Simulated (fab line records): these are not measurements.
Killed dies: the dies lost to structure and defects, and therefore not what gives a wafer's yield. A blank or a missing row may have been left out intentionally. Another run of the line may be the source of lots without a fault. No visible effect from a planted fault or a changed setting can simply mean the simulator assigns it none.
The tool behind it: which one? -- flow n5-finfet -- Sampling: 23 lots, 69 wafers, 6 of 1938 route steps

== WHAT EACH GAUGE READ, for each wafer ==
N5_BEOL_M11_CD_MEAS_28 targets a cd of 70 nm. Usual: cd-nm 69.9 nm, standard deviation 0.96.
lot,measured,on,cd-nm (nm),flag
L074,day 11 09:08,cd-sem-01,70.7 70.0 70.0,
L075,day 11 09:18,cd-sem-02,70.5 70.4 70.4,
L077,day 12 02:14,cd-sem-03,69.9 70.2 68.8,
L076,day 12 02:05,cd-sem-03,69.8 70.8 71.2,
L078,day 12 02:25,cd-sem-01,69.9 70.5 71.1,
L081,day 12 12:33,cd-sem-01,69.7 69.2 68.6,
L082,day 12 22:44,cd-sem-02,71.0 70.3 68.8,
L079,day 13 01:31,cd-sem-03,69.3 70.5 69.7,
L080,day 13 01:21,cd-sem-01,68.8 69.9 70.2,
L084,day 13 06:52,cd-sem-02,68.8 67.9 67.3,
L083,day 13 14:49,cd-sem-03,68.7 68.1 68.5,
L086,day 13 17:50,cd-sem-02,69.6 71.0 69.1,
L085,day 13 22:58,cd-sem-01,68.6 69.5 69.8,
L090,day 14 07:14,cd-sem-03,68.9 70.2 70.0,
L087,day 14 18:32,cd-sem-01,70.8 70.0 70.8,
L088,day 14 21:39,cd-sem-02,72.0 70.7 70.3,
L089,day 15 01:05,cd-sem-01,69.6 68.6 69.0,
L092,day 15 12:42,cd-sem-03,68.7 69.2 67.9,
L091,day 15 16:23,cd-sem-01,71.2 71.3 71.2,
L094,day 16 04:46,cd-sem-01,70.5 70.2 70.4,
L095,day 16 17:05,cd-sem-02,70.5 70.4 70.9,
L097,day 16 19:52,cd-sem-03,70.2 69.3 71.3,
L096,day 16 20:02,cd-sem-03,69.4 70.3 69.7,

N5_BEOL_M11_INSPECT_30: inspects for defects (brightfield). Usual: raw-defect-count 344, standard deviation 79.
lot,measured,on,raw-defect-count,flag
L074,day 11 09:11,defect-inspect-02,264 291 228,
L075,day 11 09:22,defect-inspect-01,329 320 447,
L077,day 12 02:18,defect-inspect-02,348 262 361,
L076,day 12 02:08,defect-inspect-01,413 449 337,
L078,day 12 02:28,defect-inspect-02,331 512 247,
L081,day 12 12:37,defect-inspect-01,274 319 263,
L082,day 12 22:47,defect-inspect-02,306 386 354,
L079,day 13 01:35,defect-inspect-01,389 426 444,
L080,day 13 01:25,defect-inspect-02,339 413 287,
L084,day 13 06:55,defect-inspect-02,406 328 343,
L083,day 13 14:52,defect-inspect-01,273 243 250,
L086,day 13 17:54,defect-inspect-01,285 431 282,
L085,day 13 23:01,defect-inspect-02,570 461 310,
L090,day 14 07:18,defect-inspect-02,378 364 326,
L087,day 14 18:35,defect-inspect-02,349 271 301,
L088,day 14 21:42,defect-inspect-01,330 282 251,
L089,day 15 01:08,defect-inspect-01,330 386 333,
L092,day 15 12:45,defect-inspect-02,443 389 242,
L091,day 15 16:27,defect-inspect-02,317 307 254,
L094,day 16 04:49,defect-inspect-02,426 478 550,
L095,day 16 17:08,defect-inspect-01,286 333 326,
L097,day 16 19:55,defect-inspect-02,324 316 321,
L096,day 16 20:05,defect-inspect-02,286 257 280,

N5_BEOL_M11_THK_MEAS_53: measures by xrf. Usual: for M11_THK the level is 140 nm and the standard deviation is 4.2.
lot,measured,on,M11_THK (nm),flag
L074,day 11 12:05,film-metro-01,140 139 148,
L075,day 11 13:04,film-metro-01,138 138 138,
L077,day 12 06:07,film-metro-02,136 141 136,
L076,day 12 05:50,film-metro-02,134 144 143,
L078,day 12 06:18,film-metro-02,146 136 144,
L081,day 12 17:30,film-metro-01,142 141 140,
L082,day 13 02:20,film-metro-01,148 141 139,
L079,day 13 06:44,film-metro-02,140 143 136,
L080,day 13 06:23,film-metro-02,135 139 148,
L084,day 13 10:29,film-metro-02,143 150 139,
L083,day 13 18:46,film-metro-02,141 135 149,
L086,day 13 20:58,film-metro-02,137 139 134,
L085,day 14 03:01,film-metro-02,144 139 144,
L090,day 14 11:20,film-metro-01,139 146 144,
L087,day 14 21:50,film-metro-01,136 137 137,
L088,day 15 02:29,film-metro-02,136 144 147,
L089,day 15 05:30,film-metro-02,136 138 137,
L092,day 15 15:59,film-metro-01,135 137 140,
L091,day 15 19:19,film-metro-01,132 135 143,
L094,day 16 07:41,film-metro-02,139 139 139,
L095,day 16 21:17,film-metro-02,142 135 139,
L097,day 17 00:23,film-metro-01,145 138 143,
L096,day 17 00:06,film-metro-01,135 134 144,

== WHAT TOOL EACH LOT RAN ON (gives the tool, then ch and the chambers of the sampled wafers, and finally the start) ==
lot,N5_BEOL_M11_HM_OPEN_17,N5_BEOL_M11_ETCH_65,N5_BEOL_M11_VIA_ETCH_34
L074,"rie-metal-01 ch 0,1, day 11 06:08","rie-diel-06 ch 2,3, day 11 09:16","rie-diel-06 ch 2,3, day 11 09:26"
L075,"rie-metal-03 ch 0,1, day 11 06:23","rie-diel-04 ch 0,3, day 11 09:41","rie-diel-04 ch 0,3, day 11 09:52"
L077,"rie-metal-01 ch 0,1, day 12 00:35","rie-diel-04 ch 1,3, day 12 02:46","rie-diel-04 ch 1,3, day 12 02:57"
L076,"rie-metal-02 ch 0,1, day 12 00:49","rie-diel-03 ch 0,2,3, day 12 02:12","rie-diel-03 ch 0,2,3, day 12 02:22"
L078,"rie-metal-03 ch 0,1, day 12 00:50","rie-diel-06 ch 1,2, day 12 02:52","rie-diel-06 ch 1,2, day 12 03:03"
L081,"rie-metal-02 ch 0,1, day 12 11:57","rie-diel-04 ch 0,3, day 12 13:04","rie-diel-04 ch 0,3, day 12 13:14"
L082,"rie-metal-02 ch 0,1, day 12 21:03","rie-diel-04 ch 0,2,3, day 12 22:59","rie-diel-04 ch 0,2,3, day 12 23:09"
L079,"rie-metal-03 ch 0,1, day 13 00:28","rie-diel-06 ch 1,2,3, day 13 01:39","rie-diel-06 ch 1,2,3, day 13 01:49"
L080,"rie-metal-01 ch 0,1, day 13 00:44","rie-diel-03 ch 1,2,3, day 13 01:30","rie-diel-03 ch 1,2,3, day 13 01:40"
L084,"rie-metal-03 ch 0,1, day 13 06:23","rie-diel-03 ch 0,3, day 13 06:59","rie-diel-03 ch 0,3, day 13 07:10"
L083,"rie-metal-02 ch 0,1, day 13 13:22","rie-diel-04 ch 1,2,3, day 13 14:56","rie-diel-04 ch 1,2,3, day 13 15:07"
L086,"rie-metal-02 ch 0,1, day 13 17:23","rie-diel-03 ch 1,3, day 13 18:01","rie-diel-03 ch 1,3, day 13 18:12"
L085,"rie-metal-02 ch 0, day 13 22:19","rie-diel-03 ch 0,2,3, day 13 23:05","rie-diel-03 ch 0,2,3, day 13 23:15"
L090,"rie-metal-01 ch 0,1, day 14 06:07","rie-diel-04 ch 2,3, day 14 07:22","rie-diel-04 ch 2,3, day 14 07:32"
L087,"rie-metal-02 ch 0,1, day 14 13:55","rie-diel-04 ch 0,1, day 14 18:41","rie-diel-04 ch 0,1, day 14 18:52"
L088,"rie-metal-01 ch 0,1, day 14 20:09","rie-diel-03 ch 2,3, day 14 21:46","rie-diel-03 ch 2,3, day 14 21:56"
L089,"rie-metal-01 ch 0,1, day 14 23:47","rie-diel-04 ch 0,1, day 15 01:13","rie-diel-04 ch 0,1, day 15 01:23"
L092,"rie-metal-02 ch 0,1, day 15 11:26","rie-diel-04 ch 0,1,3, day 15 12:49","rie-diel-04 ch 0,1,3, day 15 12:59"
L091,"rie-metal-02 ch 0,1, day 15 14:31","rie-diel-03 ch 0,1,3, day 15 16:31","rie-diel-03 ch 0,1,3, day 15 16:41"
L094,"rie-metal-03 ch 0,1, day 16 02:11","rie-diel-04 ch 1,3, day 16 04:53","rie-diel-04 ch 1,3, day 16 05:04"
L095,"rie-metal-01 ch 0, day 16 15:31","rie-diel-06 ch 0,1, day 16 17:12","rie-diel-06 ch 0,1, day 16 17:23"
L097,"rie-metal-02 ch 0,1, day 16 18:23","rie-diel-03 ch 2,3, day 16 19:59","rie-diel-03 ch 2,3, day 16 20:10"
L096,"rie-metal-01 ch 0, day 16 18:33","rie-diel-06 ch 1,3, day 16 20:11","rie-diel-06 ch 1,3, day 16 20:22"
- N5_BEOL_M11_HM_OPEN_17: chemistry Cl2/BCl3, target TiN, target depth 20 nm, overetch 6 nm.
- N5_BEOL_M11_ETCH_65: etches SiARC in CF4, target depth 39 nm, time 65 s.
- N5_BEOL_M11_VIA_ETCH_34: etches SiCOH lowk in C4F6/O2, target depth 184.5 nm, time 69.2 s.

== WHAT THE TOOLS THEMSELVES READ (means of the sampled wafers that have a number; where no wafer has one, the mark that the record gives instead) ==
N5_BEOL_M11_HM_OPEN_17. Usual: drypump-motor-current-A 5.6 A, standard deviation 0.38; mfc-ar-sccm 25.00 sccm, standard deviation 0.071; mfc-cl2-sccm 53.21 sccm, standard deviation 0.16; oes-product-au 0.67 a.u., standard deviation 0.063; throttle-valve-pct 22.03 %, standard deviation 0.2.
lot,tool,drypump-motor-current-A (A),mfc-ar-sccm (sccm),mfc-cl2-sccm (sccm),oes-product-au (a.u.),throttle-valve-pct (%),flag
L074,rie-metal-01,5.9,24.91,53.21,0.60,21.89,
L075,rie-metal-03,5.6,25.04,53.24,0.65,22.18,
L077,rie-metal-01,5.9,25.04,53.28,0.60,21.89,
L076,rie-metal-02,5.4,24.99,53.06,0.73,22.13,
L078,rie-metal-03,5.6,24.96,53.30,0.65,22.19,
L081,rie-metal-02,5.3,25.06,53.21,0.74,22.08,
L082,rie-metal-02,5.4,25.01,53.32,0.73,22.13,
L079,rie-metal-03,5.6,25.01,53.31,0.65,22.19,
L080,rie-metal-01,5.9,25.04,53.06,0.62,21.78,
L084,rie-metal-03,5.3,25.01,53.14,0.69,22.22,
L083,rie-metal-02,5.3,25.01,53.14,0.74,22.09,
L086,rie-metal-02,5.3,24.97,53.09,0.73,22.11,
L085,rie-metal-02,5.2,25.00,53.47,0.74,22.06,
L090,rie-metal-01,5.8,25.00,53.09,0.59,21.91,
L087,rie-metal-02,5.3,24.97,53.30,0.72,22.10,
L088,rie-metal-01,5.9,25.03,53.27,0.61,21.78,
L089,rie-metal-01,5.9,25.01,53.29,0.61,21.79,
L092,rie-metal-02,5.4,24.98,53.18,0.71,22.14,
L091,rie-metal-02,5.4,25.03,53.10,0.70,22.16,
L094,rie-metal-03,5.3,25.13,53.08,0.68,22.23,
L095,rie-metal-01,5.9,24.96,53.23,0.64,21.67,
L097,rie-metal-02,5.4,24.98,53.25,0.69,22.15,
L096,rie-metal-01,5.9,24.96,53.06,0.63,21.67,

N5_BEOL_M11_ETCH_65. Usual: for drypump-motor-current-A, 5.9 A with a standard deviation of 0.39; for etch-rf-on-time-s, 65.9 s with a standard deviation of 2.2; for mfc-ar-sccm, 100.0 sccm with a standard deviation of 0.3; for oes-product-au, 0.68 a.u. with a standard deviation of 0.079; for rf-vpp-V, 184.4 V with a standard deviation of 1.1; for showerhead-plenum-p-Torr, 2.16 Torr with a standard deviation of 0.052; for throttle-valve-pct, 15.58 % with a standard deviation of 0.27.
lot,tool,drypump-motor-current-A (A),etch-rf-on-time-s (s),mfc-ar-sccm (sccm),oes-product-au (a.u.),rf-vpp-V (V),showerhead-plenum-p-Torr (Torr),throttle-valve-pct (%),flag
L074,rie-diel-06,5.8,65.6,100.2,0.62,183.2,2.04,15.83,
L075,rie-diel-04,5.8,67.4,99.7,0.67,184.0,2.17,15.46,
L077,rie-diel-04,6.0,67.3,100.0,0.62,185.6,2.21,15.75,
L076,rie-diel-03,6.1,64.1,99.9,0.76,185.6,2.15,15.37,
L078,rie-diel-06,5.4,65.1,100.0,0.66,183.5,2.09,15.62,
L081,rie-diel-04,5.6,66.2,99.9,0.64,184.8,2.19,15.73,
L082,rie-diel-04,5.9,64.3,100.1,0.71,184.3,2.18,15.56,
L079,rie-diel-06,5.6,66.9,99.7,0.62,183.2,2.08,15.75,
L080,rie-diel-03,5.9,66.7,99.9,0.67,184.3,2.16,15.51,
L084,rie-diel-03,6.3,65.9,100.0,0.76,184.5,2.17,15.27,
L083,rie-diel-04,6.0,66.0,100.3,0.67,185.1,2.19,15.71,
L086,rie-diel-03,5.9,68.7,99.8,0.62,184.2,2.19,15.65,
L085,rie-diel-03,6.1,64.8,99.8,0.74,184.0,2.14,15.40,
L090,rie-diel-04,6.0,64.6,100.2,0.73,186.1,2.18,15.65,
L087,rie-diel-04,6.2,67.2,100.1,0.66,184.7,2.18,15.42,
L088,rie-diel-03,5.9,64.4,100.0,0.69,183.6,2.11,15.40,
L089,rie-diel-04,6.2,66.7,99.8,0.65,184.5,2.17,15.42,
L092,rie-diel-04,5.9,66.8,100.1,0.62,184.8,2.18,15.68,
L091,rie-diel-03,6.1,67.5,99.4,0.68,185.3,2.18,15.55,
L094,rie-diel-04,6.0,67.8,100.1,0.59,185.2,2.20,15.82,
L095,rie-diel-06,5.4,65.6,100.0,0.59,183.6,2.12,16.05,
L097,rie-diel-03,5.9,64.4,100.2,0.68,183.5,2.11,15.44,
L096,rie-diel-06,5.5,68.5,99.8,0.67,184.6,2.18,15.66,

N5_BEOL_M11_VIA_ETCH_34. Usual: for drypump-motor-current-A, 5.9 A with a standard deviation of 0.39; for mfc-ar-sccm, 300.1 sccm with a standard deviation of 0.9; for oes_f_703_au, 0.79 a.u. with a standard deviation of 0.09; for oes-product-au, 0.79 a.u. with a standard deviation of 0.092; for rf-vpp-V, 666 V with a standard deviation of 8.8; for showerhead-plenum-p-Torr, 2.87 Torr with a standard deviation of 0.072; for throttle-valve-pct, 20.90 % with a standard deviation of 0.28.
lot,tool,drypump-motor-current-A (A),mfc-ar-sccm (sccm),oes_f_703_au (a.u.),oes-product-au (a.u.),rf-vpp-V (V),showerhead-plenum-p-Torr (Torr),throttle-valve-pct (%),flag
L074,rie-diel-06,5.8,300.5,0.73,0.73,652,2.72,21.08,
L075,rie-diel-04,5.8,301.3,0.78,0.79,677,2.88,20.69,
L077,rie-diel-04,6.0,301.0,0.73,0.72,664,2.96,21.14,
L076,rie-diel-03,6.1,300.3,0.88,0.89,668,2.87,20.75,
L078,rie-diel-06,5.5,299.9,0.78,0.76,657,2.79,20.93,
L081,rie-diel-04,5.6,300.3,0.74,0.74,668,2.91,20.98,
L082,rie-diel-04,5.9,299.6,0.82,0.82,672,2.90,20.83,
L079,rie-diel-06,5.6,300.0,0.73,0.73,653,2.77,21.06,
L080,rie-diel-03,5.9,300.0,0.77,0.77,663,2.87,20.81,
L084,rie-diel-03,6.3,300.9,0.88,0.90,672,2.90,20.61,
L083,rie-diel-04,6.0,300.4,0.78,0.78,667,2.93,21.06,
L086,rie-diel-03,5.9,299.5,0.71,0.73,661,2.91,20.86,
L085,rie-diel-03,6.1,300.0,0.86,0.86,669,2.86,20.77,
L090,rie-diel-04,6.1,300.1,0.85,0.85,667,2.91,20.99,
L087,rie-diel-04,6.2,299.6,0.76,0.76,676,2.89,20.66,
L088,rie-diel-03,5.9,300.5,0.81,0.80,664,2.82,20.78,
L089,rie-diel-04,6.2,299.5,0.76,0.77,676,2.89,20.66,
L092,rie-diel-04,5.9,300.0,0.72,0.73,669,2.91,20.96,
L091,rie-diel-03,6.1,300.2,0.79,0.80,666,2.90,20.83,
L094,rie-diel-04,6.0,299.8,0.70,0.70,663,2.95,21.17,
L095,rie-diel-06,5.4,300.3,0.69,0.68,664,2.82,21.33,
L097,rie-diel-03,5.9,299.9,0.79,0.79,664,2.81,20.80,
L096,rie-diel-06,5.5,299.6,0.78,0.79,658,2.91,21.03,

== THE ANSWER, worked out from the rows above alone ==
Rule: lot off if the mean of its wafers having a number is beyond 3 standard deviations from the usual mean. Also off: a lot with no number at a reading for which 4 or more lots have one. Where the step has rows for the other lots, those lots are counted as sound. After the gauges, taken in route order, come the tools' own readings; for these a lot's mean is taken, as printed above. At the first step where some lot is off, the reading lying furthest off is the one used; lots without a number count as furthest.
No lot is off at any reading shown: from this, nothing can be told.

== WHAT HAD BEEN PUT IN BY THE SIMULATOR ==
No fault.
